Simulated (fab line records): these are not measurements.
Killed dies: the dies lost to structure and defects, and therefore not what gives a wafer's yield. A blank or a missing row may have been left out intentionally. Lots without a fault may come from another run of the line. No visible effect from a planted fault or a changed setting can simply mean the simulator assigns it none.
Chamber matching + flow n5 finfet + N5_FIN_CUT_ETCH_21 on rie diel-01: 4 sister chambers
The step etches SOC in N2/H2, target depth 219 nm, overetch 43.8 nm, time 523.5 s. 8 wafers are shown with their chamber, then 12 later ones without.

== EACH WAFER AND ITS CHAMBER ==
| wafer  | chamber | throttle valve pct (%) | showerhead plenum p Torr (Torr) |
|--------|---------|------------------------|---------------------------------|
| L083.6 | 2       | 17.93                  | 2.65                            |
| L084.2 | 3       | 18.41                  | 2.60                            |
| L087.1 | 0       | 18.08                  | 2.53                            |
| L087.2 | 2       | 17.94                  | 2.65                            |
| L087.3 | 1       | 18.05                  | 2.59                            |
| L088.1 | 3       | 18.41                  | 2.59                            |
| L088.2 | 0       | 18.07                  | 2.53                            |
| L088.3 | 1       | 18.05                  | 2.59                            |

== WAFERS MISSING THEIR CHAMBER ==
| wafer  | throttle valve pct (%) | showerhead plenum p Torr (Torr) |
|--------|------------------------|---------------------------------|
| L090.2 | 18.07                  | 2.59                            |
| L090.3 | 18.43                  | 2.59                            |
| L090.5 | 18.07                  | 2.59                            |
| L091.3 | 18.09                  | 2.53                            |
| L091.4 | 18.43                  | 2.59                            |
| L091.6 | 18.06                  | 2.59                            |
| L095.3 | 18.08                  | 2.58                            |
| L095.5 | 17.97                  | 2.65                            |
| L095.6 | 18.08                  | 2.58                            |
| L097.2 | 18.09                  | 2.58                            |
| L097.4 | 18.44                  | 2.58                            |
| L097.5 | 18.09                  | 2.53                            |

== EACH ONE'S CHAMBER ==
| wafer  | from the rows above | in truth |
|--------|---------------------|----------|
| L090.2 | 1                   | 1        |
| L090.3 | 3                   | 3        |
| L090.5 | 1                   | 1        |
| L091.3 | 0                   | 0        |
| L091.4 | 3                   | 3        |
| L091.6 | 1                   | 1        |
| L095.3 | 1                   | 1        |
| L095.5 | 2                   | 2        |
| L095.6 | 1                   | 1        |
| L097.2 | 1                   | 1        |
| L097.4 | 3                   | 3        |
| L097.5 | 0                   | 0        |
12 of 12 placed correctly. Left unplaced by these rows: 0. 0 placed wrongly.
How it was worked out, from the rows above alone: a wafer's distance from a chamber is the root of the sum, over the readings, of the square of ((its reading less the chamber's mean) divided by the reading's scatter). The wafer belongs to the nearest chamber; if the next one is less than 2 further off, it can't be placed. The mean given for a chamber averages the wafers shown for that chamber. The scatter: take each reading less its chamber's mean, square it, sum over the shown wafers, divide by the number of wafers less the number of chambers, and take the root.
